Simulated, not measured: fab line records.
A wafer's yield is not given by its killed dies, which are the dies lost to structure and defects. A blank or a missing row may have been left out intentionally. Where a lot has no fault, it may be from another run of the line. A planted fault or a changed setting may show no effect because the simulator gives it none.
Matching of chambers ; flow n5_finfet ; N5_BEOL_M10_CURE_72 on uv_cure-03: 3 sister chambers
The step cures SiCOH lowk, time 120 s. 6 wafers are shown with their chamber, then 12 later ones without.

== EACH WAFER AND ITS CHAMBER ==
wafer;chamber;wafer_temp_C_max;lamp_power_pct (%)
L079.3;1;372.5;52.34
L079.5;1;372.0;52.30
L081.3;0;371.4;52.27
L081.4;0;371.4;52.38
L082.2;2;372.3;52.28
L082.4;2;371.9;52.34

== WAFERS WITHOUT THEIR CHAMBER ==
wafer;wafer_temp_C_max;lamp_power_pct (%)
L087.2;372.5;52.32
L087.5;372.6;52.34
L087.6;371.8;52.31
L091.1;372.4;52.28
L091.3;371.7;52.28
L091.5;372.4;52.33
L092.1;370.8;52.35
L092.2;370.7;52.29
L092.6;370.7;52.34
L097.2;371.6;52.37
L097.3;372.1;52.29
L097.6;371.8;52.31

== CHAMBER TAKEN BY EACH ==
wafer;from the rows above;in truth
L087.2;can't be placed: 1 or 2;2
L087.5;can't be placed: 1 or 2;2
L087.6;can't be placed: 2 or 0 or 1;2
L091.1;can't be placed: 1 or 2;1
L091.3;can't be placed: 0 or 2 or 1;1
L091.5;can't be placed: 1 or 2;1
L092.1;0;0
L092.2;0;0
L092.6;0;0
L097.2;can't be placed: 0 or 2 or 1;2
L097.3;can't be placed: 2 or 1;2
L097.6;can't be placed: 2 or 0 or 1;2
3 of 12 placed correctly. From these rows, 9 cannot be placed; in 9 the true chamber is one of the candidates. Number placed wrongly: 0.
How it was worked out, from the rows above alone: a wafer's distance from a chamber is the root of the sum, over the readings, of the square of ((its reading less the chamber's mean) divided by the reading's scatter). If the next closest chamber is less than 2 further off than the closest, the wafer can't be placed; otherwise it belongs to the closest. For every chamber, the mean is computed from those of its wafers that are shown. The scatter: take each reading less its chamber's mean, square it, sum over the shown wafers, divide by the number of wafers less the number of chambers, and take the root.
